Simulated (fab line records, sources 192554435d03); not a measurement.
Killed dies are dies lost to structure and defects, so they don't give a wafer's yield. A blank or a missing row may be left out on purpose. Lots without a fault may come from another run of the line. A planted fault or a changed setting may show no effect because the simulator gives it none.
A struck lot beside a sound one | flow n5_finfet | 15 steps out of a route of 1938
Sound: wafers L632.2, L632.4, L632.6. Struck: wafers L640.1, L640.3, L640.5. The cause comes at the end.
At each step with rows: each side's tool, then ch and its chambers, then its first start. Under that, the readings that differ: sound wafers | struck wafers | difference of the means | sigmas: that difference in standard deviations of wafers without a fault.
alike: readings whose means differ by less than 2 such deviations, and words and numbers that are the same on both sides. not compared: withheld readings, readings that some wafer has no value for, bounds like >300 that may hide the same value, and numbers for which the record gives no deviation and whose values overlap.
The two part at a step that has a row with sigmas, a row that says differs or no value, or rows on one side only. Numbers that don't overlap but have no deviation are shown without sigmas and don't part them. A reading that every wafer of one side lacks parts them only if that side has two wafers or more.

first, 7 steps without rows for these wafers: N5_BEOL_M11_COAT_60 (time 60 s, resist thk 30 nm); N5_BEOL_M11_COAT_05 (resist thk 90 nm); N5_BEOL_M11_EBR_07; N5_BEOL_M11_SOFTBAKE_06 (time 60 s); N5_BEOL_M11_EXPOSE_08 (exposes mask M11); N5_BEOL_M11_PEB_09 (peb time 60 s); N5_BEOL_M11_DEVELOP_10 (develop time 30 s).
N5_BEOL_M11_CD_MEAS_11: target cd 64.1 nm.
  sound on cd_sem-03 ch 0, day 10 13:34; struck on cd_sem-01 ch 0, day 12 21:37
  alike: cd_nm
N5_BEOL_M11_OVL_MEAS_12:
  sound on overlay-02 ch 0, day 10 13:35; struck on overlay-01 ch 0, day 12 21:38
  alike: M11_OVL
N5_BEOL_M11_INSPECT_13: inspects for defects (brightfield).
  sound on defect_inspect-02, day 10 13:37; struck on defect_inspect-01, day 12 21:40
  alike: raw_defect_count
N5_BEOL_M11_DESCUM_16: chemistry O2, time 7.9 s.
  sound on rie_diel-01 ch 0,1, day 10 13:41; struck on rie_diel-03 ch 0,2,3, day 12 21:42
  alike: bias_power_w, drypump_motor_current_A, oes_product_au, rf_vpp_V, showerhead_plenum_p_Torr, throttle_valve_pct
  not compared: rf_hours_counter_h
N5_BEOL_M11_ETCH_61: etches SiARC in CF4, target depth 39 nm, time 65 s.
  sound on rie_diel-01 ch 0,1, day 10 13:44; struck on rie_diel-03 ch 0,2,3, day 12 21:44
  alike: bias_w, drypump_motor_current_A, etch_rf_on_time_s, oes_product_au, rf_vpp_V, showerhead_plenum_p_Torr, throttle_valve_pct
  not compared: rf_hours_counter_h
N5_BEOL_M11_ETCH_62: etches SOC in N2/H2, target depth 110 nm, overetch 22 nm, time 165 s.
  sound on rie_diel-01 ch 0,1, day 10 13:47; struck on rie_diel-03 ch 0,2,3, day 12 21:47
  reading                                     | sound             | struck            | difference | sigmas
  bias_w (W)                                  | 149.4 150.2 150.4 | 158.0 157.6 157.8 | +7.8       | +17
  rf_vpp_V (V)                                | 527 526 525       | 541 535 543       | +14        | +4
  model.SiARC_of_BEOL_M11_COAT_60.thk_nm (nm) | 23.4 23.4 23.4    | 23.2 23 22.8      | -0.4       |
  alike: drypump_motor_current_A, oes_product_au, showerhead_plenum_p_Torr, throttle_valve_pct
  not compared: rf_hours_counter_h
then, 1 step without rows for these wafers: N5_BEOL_M11_STRIP_68 (strips in N2/H2).
N5_PASSIVATION_PROBE_49:
  the record has rows for the sound wafers here (prober-02, day 12 14:47) and none for the struck ones

WHERE THEY PART
First at N5_BEOL_M11_ETCH_62; last, within this record, at N5_PASSIVATION_PROBE_49.

WHY: what the simulator had put in
Process parameter drift: rie_diel-03, from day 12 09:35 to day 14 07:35, at N5_BEOL_M11_ETCH_62. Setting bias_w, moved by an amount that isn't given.
